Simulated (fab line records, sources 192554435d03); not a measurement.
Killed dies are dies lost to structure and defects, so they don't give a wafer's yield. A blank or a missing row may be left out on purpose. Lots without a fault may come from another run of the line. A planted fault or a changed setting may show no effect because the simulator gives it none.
A sampling plan put to the test | flow n5_finfet | one fab line, 45 faults that these records tell of, each judged on the records of the lots that it struck
The plan is the line's own looks: the steps of the route at which a gauge or an inspection reads the wafer and doesn't change it. A look can be judged if struck wafers have a number there and the file gives its usual mean and standard deviation on fault-free wafers. Caught: at a look after the fault's first step, the mean of the struck wafers lies 4 or more of those standard deviations (sigma) from the usual mean. On the tool: the same test on the tool's own readings at the fault's steps. Another recipe on the struck wafers, or a record that is blank for them alone, also counts as caught.

THE FAULTS, as the simulator had put them in
1. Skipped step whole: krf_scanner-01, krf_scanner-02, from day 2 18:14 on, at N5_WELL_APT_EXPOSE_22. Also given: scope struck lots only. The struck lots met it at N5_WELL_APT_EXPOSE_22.
2. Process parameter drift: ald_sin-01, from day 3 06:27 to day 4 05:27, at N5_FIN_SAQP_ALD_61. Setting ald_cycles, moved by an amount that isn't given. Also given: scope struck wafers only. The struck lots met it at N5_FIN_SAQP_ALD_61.
3. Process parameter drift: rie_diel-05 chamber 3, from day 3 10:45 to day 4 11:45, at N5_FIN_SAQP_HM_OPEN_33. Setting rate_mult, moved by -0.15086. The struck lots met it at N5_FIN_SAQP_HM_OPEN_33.
4. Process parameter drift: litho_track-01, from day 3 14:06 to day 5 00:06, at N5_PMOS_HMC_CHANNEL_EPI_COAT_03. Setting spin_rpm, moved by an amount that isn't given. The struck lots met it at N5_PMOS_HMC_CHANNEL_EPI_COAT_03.
5. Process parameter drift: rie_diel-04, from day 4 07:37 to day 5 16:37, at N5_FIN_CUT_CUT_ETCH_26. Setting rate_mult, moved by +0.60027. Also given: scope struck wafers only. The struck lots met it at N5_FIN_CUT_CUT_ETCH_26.
6. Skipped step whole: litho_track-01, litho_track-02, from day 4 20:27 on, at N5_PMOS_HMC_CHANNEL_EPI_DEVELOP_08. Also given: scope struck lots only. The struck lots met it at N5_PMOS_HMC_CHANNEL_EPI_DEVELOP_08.
7. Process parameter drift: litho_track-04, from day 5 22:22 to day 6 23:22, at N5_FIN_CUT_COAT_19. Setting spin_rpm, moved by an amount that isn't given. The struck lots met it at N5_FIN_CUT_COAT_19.
8. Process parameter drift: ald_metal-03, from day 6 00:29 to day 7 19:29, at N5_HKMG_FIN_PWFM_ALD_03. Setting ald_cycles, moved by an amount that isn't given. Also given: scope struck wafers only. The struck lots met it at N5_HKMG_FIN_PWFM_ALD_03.
9. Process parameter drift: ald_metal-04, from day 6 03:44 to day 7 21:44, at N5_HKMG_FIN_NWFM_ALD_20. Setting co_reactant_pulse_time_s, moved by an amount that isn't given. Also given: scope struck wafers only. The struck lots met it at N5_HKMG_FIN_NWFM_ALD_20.
10. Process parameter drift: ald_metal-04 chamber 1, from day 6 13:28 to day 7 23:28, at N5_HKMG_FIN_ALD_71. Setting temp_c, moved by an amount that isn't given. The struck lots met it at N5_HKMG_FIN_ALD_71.
11. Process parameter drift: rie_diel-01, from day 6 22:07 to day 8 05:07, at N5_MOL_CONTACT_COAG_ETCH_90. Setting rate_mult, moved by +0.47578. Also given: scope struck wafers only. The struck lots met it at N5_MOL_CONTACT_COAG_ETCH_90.
12. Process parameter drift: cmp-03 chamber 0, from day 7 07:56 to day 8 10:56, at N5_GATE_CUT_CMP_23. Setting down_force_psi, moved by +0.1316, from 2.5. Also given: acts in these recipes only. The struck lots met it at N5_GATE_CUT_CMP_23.
13. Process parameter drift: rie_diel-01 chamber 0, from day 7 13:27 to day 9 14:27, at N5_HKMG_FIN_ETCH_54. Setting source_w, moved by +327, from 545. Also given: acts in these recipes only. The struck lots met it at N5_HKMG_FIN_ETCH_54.
14. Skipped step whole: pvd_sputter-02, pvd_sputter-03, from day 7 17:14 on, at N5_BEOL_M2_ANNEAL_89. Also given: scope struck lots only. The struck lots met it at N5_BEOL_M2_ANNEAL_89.
15. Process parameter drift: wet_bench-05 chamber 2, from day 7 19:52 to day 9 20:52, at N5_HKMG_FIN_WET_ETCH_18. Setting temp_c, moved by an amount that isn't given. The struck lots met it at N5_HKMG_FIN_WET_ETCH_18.
16. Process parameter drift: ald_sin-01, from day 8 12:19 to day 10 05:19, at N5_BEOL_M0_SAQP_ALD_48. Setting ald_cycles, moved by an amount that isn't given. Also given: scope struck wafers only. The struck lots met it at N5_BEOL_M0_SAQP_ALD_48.
17. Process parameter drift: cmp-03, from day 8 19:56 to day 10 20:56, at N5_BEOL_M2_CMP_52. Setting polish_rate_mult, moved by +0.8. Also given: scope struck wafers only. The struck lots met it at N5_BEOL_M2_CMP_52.
18. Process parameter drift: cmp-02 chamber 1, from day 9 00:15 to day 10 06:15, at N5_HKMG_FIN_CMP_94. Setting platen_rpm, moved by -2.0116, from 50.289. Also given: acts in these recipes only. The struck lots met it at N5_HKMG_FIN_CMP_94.
19. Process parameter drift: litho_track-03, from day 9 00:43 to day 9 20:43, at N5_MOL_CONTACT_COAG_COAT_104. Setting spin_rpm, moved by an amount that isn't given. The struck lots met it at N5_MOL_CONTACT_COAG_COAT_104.
20. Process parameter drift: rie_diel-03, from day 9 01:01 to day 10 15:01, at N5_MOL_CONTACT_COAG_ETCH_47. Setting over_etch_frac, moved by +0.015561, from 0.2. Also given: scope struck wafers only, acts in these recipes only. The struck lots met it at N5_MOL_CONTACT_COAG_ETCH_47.
21. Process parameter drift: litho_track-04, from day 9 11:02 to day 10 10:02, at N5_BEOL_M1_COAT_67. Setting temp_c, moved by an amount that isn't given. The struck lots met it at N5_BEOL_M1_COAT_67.
22. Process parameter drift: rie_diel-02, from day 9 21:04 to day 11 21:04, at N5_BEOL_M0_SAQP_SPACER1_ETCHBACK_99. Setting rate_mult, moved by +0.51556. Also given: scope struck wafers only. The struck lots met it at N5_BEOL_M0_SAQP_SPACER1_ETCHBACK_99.
23. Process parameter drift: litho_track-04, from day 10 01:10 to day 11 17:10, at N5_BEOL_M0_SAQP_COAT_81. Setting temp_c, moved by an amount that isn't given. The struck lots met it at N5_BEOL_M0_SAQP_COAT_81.
24. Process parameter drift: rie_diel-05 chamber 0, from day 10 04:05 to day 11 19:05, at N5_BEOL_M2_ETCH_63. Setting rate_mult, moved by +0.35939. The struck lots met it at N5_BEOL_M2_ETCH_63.
25. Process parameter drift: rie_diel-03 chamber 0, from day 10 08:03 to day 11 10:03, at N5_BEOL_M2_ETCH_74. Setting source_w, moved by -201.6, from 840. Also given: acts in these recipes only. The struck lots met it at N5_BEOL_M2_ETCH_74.
26. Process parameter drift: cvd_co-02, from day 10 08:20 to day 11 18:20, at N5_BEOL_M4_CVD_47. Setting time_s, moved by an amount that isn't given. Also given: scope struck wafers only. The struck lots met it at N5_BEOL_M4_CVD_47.
27. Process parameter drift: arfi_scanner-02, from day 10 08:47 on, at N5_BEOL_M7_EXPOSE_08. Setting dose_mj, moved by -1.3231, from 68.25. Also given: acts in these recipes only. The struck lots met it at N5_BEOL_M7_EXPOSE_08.
28. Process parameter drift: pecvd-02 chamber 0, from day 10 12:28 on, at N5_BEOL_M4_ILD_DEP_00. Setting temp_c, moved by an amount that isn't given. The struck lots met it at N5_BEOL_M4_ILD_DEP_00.
29. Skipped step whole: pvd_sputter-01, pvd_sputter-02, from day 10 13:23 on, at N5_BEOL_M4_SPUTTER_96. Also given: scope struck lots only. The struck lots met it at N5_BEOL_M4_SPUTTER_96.
30. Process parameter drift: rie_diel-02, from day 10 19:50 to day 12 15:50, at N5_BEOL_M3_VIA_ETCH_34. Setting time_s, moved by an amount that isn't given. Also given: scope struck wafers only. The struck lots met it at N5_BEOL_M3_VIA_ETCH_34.
31. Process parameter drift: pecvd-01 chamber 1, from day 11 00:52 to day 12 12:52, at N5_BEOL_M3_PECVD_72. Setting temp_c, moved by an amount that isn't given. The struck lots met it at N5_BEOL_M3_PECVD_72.
32. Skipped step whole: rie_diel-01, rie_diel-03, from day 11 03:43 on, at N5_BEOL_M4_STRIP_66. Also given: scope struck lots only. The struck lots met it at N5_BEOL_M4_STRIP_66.
33. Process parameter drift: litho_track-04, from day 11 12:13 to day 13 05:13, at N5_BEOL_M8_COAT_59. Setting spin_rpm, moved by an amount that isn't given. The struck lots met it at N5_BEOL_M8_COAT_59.
34. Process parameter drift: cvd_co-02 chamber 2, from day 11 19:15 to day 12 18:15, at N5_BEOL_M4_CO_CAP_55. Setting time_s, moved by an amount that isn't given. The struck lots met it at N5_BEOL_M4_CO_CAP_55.
35. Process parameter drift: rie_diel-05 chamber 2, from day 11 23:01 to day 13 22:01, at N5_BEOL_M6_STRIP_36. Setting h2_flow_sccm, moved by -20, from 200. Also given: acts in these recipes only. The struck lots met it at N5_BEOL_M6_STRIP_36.
36. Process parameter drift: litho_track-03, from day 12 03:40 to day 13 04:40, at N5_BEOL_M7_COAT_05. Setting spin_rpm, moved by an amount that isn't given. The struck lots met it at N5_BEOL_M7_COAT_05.
37. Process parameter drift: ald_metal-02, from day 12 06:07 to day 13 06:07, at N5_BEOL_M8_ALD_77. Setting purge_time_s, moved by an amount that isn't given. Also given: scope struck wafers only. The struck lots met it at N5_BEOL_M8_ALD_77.
38. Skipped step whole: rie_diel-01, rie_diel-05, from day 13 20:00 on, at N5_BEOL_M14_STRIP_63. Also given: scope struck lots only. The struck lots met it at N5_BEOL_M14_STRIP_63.
39. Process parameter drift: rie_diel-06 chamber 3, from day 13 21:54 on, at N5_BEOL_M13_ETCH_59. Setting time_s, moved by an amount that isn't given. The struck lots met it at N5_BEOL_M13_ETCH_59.
40. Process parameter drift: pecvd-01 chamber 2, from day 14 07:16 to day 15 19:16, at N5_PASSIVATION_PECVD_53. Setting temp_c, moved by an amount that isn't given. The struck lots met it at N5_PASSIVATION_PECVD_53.
41. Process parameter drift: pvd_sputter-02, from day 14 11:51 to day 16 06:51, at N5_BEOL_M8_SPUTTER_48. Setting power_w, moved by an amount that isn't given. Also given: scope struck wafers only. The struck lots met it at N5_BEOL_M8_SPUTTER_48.
42. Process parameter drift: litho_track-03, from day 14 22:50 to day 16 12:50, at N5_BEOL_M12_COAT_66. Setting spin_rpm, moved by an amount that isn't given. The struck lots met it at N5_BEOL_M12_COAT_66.
43. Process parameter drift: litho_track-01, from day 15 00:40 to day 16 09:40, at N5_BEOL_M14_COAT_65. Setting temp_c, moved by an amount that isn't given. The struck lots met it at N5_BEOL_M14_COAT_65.
44. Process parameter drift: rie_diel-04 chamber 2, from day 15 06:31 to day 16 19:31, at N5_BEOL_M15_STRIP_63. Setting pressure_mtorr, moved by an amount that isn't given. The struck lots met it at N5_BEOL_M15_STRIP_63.
45. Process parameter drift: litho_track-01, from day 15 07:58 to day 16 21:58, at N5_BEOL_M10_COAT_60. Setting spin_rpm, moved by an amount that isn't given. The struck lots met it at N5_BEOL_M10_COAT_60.

WHAT THE PLAN SAW
fault | on the tool itself                               | first look that catches it                      | reading, sigma                                         | median hours from its first step to that look | hours from the fault's start to the first struck lot there | judged looks passed uncaught
1     | no reading that can be judged                    | no look after it can be judged                  | -                                                      | -                                             | -                                                          | 0
2     | under 2 sigma                                    | not the one look that can be judged after it    | strongest: SS_N at N5_BEOL_M4_RC_MEAS_101, +2.1        | -                                             | -                                                          | 1
3     | etch_rf_on_time_s +8.5 sigma                     | not the one look that can be judged after it    | -                                                      | -                                             | -                                                          | 1
4     | spin_speed_rpm -46 sigma                         | not the one look that can be judged after it    | -                                                      | -                                             | -                                                          | 1
5     | only faintly: oes_product_au +3.0 sigma          | not the one look that can be judged after it    | -                                                      | -                                             | -                                                          | 1
6     | the tool's record is blank for the struck wafers | no look after it can be judged                  | -                                                      | -                                             | -                                                          | 0
7     | spin_speed_rpm +31 sigma                         | not the one look that can be judged after it    | -                                                      | -                                             | -                                                          | 1
8     | under 2 sigma                                    | not the one look that can be judged after it    | -                                                      | -                                             | -                                                          | 1
9     | under 2 sigma                                    | not the one look that can be judged after it    | -                                                      | -                                             | -                                                          | 1
10    | susceptor_temp_C -31 sigma                       | not the one look that can be judged after it    | -                                                      | -                                             | -                                                          | 1
11    | etch_rf_on_time_s -11 sigma                      | not the one look that can be judged after it    | -                                                      | -                                             | -                                                          | 1
12    | head_pressure_psi +22 sigma                      | not the one look that can be judged after it    | strongest: VT_N at N5_BEOL_M4_RC_MEAS_101, +2.7        | -                                             | -                                                          | 1
13    | rf_fwd_power_W +99 or beyond sigma               | not the one look that can be judged after it    | -                                                      | -                                             | -                                                          | 1
14    | the tool's record is blank for the struck wafers | not the one look that can be judged after it    | -                                                      | -                                             | -                                                          | 1
15    | no reading that can be judged                    | not the one look that can be judged after it    | strongest: IOFF_N_LONG at N5_BEOL_M4_RC_MEAS_101, -3.5 | -                                             | -                                                          | 1
16    | under 2 sigma                                    | not the one look that can be judged after it    | -                                                      | -                                             | -                                                          | 1
17    | barrier_field_endpoint_s -14 sigma               | not the one look that can be judged after it    | -                                                      | -                                             | -                                                          | 1
18    | platen_rpm -59 sigma                             | not the one look that can be judged after it    | -                                                      | -                                             | -                                                          | 1
19    | spin_speed_rpm +90 sigma                         | not the one look that can be judged after it    | -                                                      | -                                             | -                                                          | 1
20    | under 2 sigma                                    | not the one look that can be judged after it    | -                                                      | -                                             | -                                                          | 1
21    | plate_temp_C +22 sigma                           | not the one look that can be judged after it    | -                                                      | -                                             | -                                                          | 1
22    | only faintly: oes_product_au +3.0 sigma          | not the one look that can be judged after it    | -                                                      | -                                             | -                                                          | 1
23    | plate_temp_C -23 sigma                           | none of the 2 looks that can be judged after it | -                                                      | -                                             | -                                                          | 2
24    | etch_rf_on_time_s -8.7 sigma                     | not the one look that can be judged after it    | -                                                      | -                                             | -                                                          | 1
25    | rf_fwd_power_W -84 sigma                         | not the one look that can be judged after it    | strongest: VT_N at N5_BEOL_M4_RC_MEAS_101, +2.7        | -                                             | -                                                          | 1
26    | run_length_s +99 or beyond sigma                 | not the one look that can be judged after it    | -                                                      | -                                             | -                                                          | 1
27    | exposure_dose_mJ_cm2 -20 sigma                   | no look after it can be judged                  | -                                                      | -                                             | -                                                          | 0
28    | susceptor_temp_C -17 sigma                       | none of the 2 looks that can be judged after it | strongest: M4_ILD_THK at N5_BEOL_M4_THK_MEAS_01, +2.5  | -                                             | -                                                          | 2
29    | the tool's record is blank for the struck wafers | not the one look that can be judged after it    | -                                                      | -                                             | -                                                          | 1
30    | run_length_s +12 sigma                           | not the one look that can be judged after it    | -                                                      | -                                             | -                                                          | 1
31    | susceptor_temp_C -54 sigma                       | not the one look that can be judged after it    | -                                                      | -                                             | -                                                          | 1
32    | the tool's record is blank for the struck wafers | not the one look that can be judged after it    | -                                                      | -                                             | -                                                          | 1
33    | spin_speed_rpm +36 sigma                         | no look after it can be judged                  | -                                                      | -                                             | -                                                          | 0
34    | run_length_s +47 sigma                           | none of the 2 looks that can be judged after it | -                                                      | -                                             | -                                                          | 2
35    | h2_flow_sccm -29 sigma                           | no look after it can be judged                  | -                                                      | -                                             | -                                                          | 0
36    | spin_speed_rpm -95 sigma                         | no look after it can be judged                  | -                                                      | -                                             | -                                                          | 0
37    | under 2 sigma                                    | not the one look that can be judged after it    | -                                                      | -                                             | -                                                          | 1
38    | the tool's record is blank for the struck wafers | no look after it can be judged                  | -                                                      | -                                             | -                                                          | 0
39    | run_length_s -28 sigma                           | no look after it can be judged                  | -                                                      | -                                             | -                                                          | 0
40    | susceptor_temp_C +49 sigma                       | no look after it can be judged                  | -                                                      | -                                             | -                                                          | 0
41    | cathode_dc_power_W +99 or beyond sigma           | no look after it can be judged                  | -                                                      | -                                             | -                                                          | 0
42    | spin_speed_rpm +99 or beyond sigma               | no look after it can be judged                  | -                                                      | -                                             | -                                                          | 0
43    | plate_temp_C +23 sigma                           | not the one look that can be judged after it    | -                                                      | -                                             | -                                                          | 1
44    | chamber_pressure_mTorr -99 or beyond sigma       | no look after it can be judged                  | -                                                      | -                                             | -                                                          | 0
45    | spin_speed_rpm -99 or beyond sigma               | no look after it can be judged                  | -                                                      | -                                             | -                                                          | 0
A dash: the fault isn't caught, or these records don't give the number.

Caught at a look: 0 of 45. Caught on the tool: 35 of 45. By one or the other: 35 of 45.
Caught on the tool alone: faults 3, 4, 6, 7, 10, 11, 12, 13, 14, 17, 18, 19, 21, 23, 24, 25, 26, 27, 28, 29, 30, 31, 32, 33, 34, 35, 36, 38, 39, 40, 41, 42, 43, 44, 45.
Caught by neither: faults 1, 2, 5, 8, 9, 15, 16, 20, 22, 37.
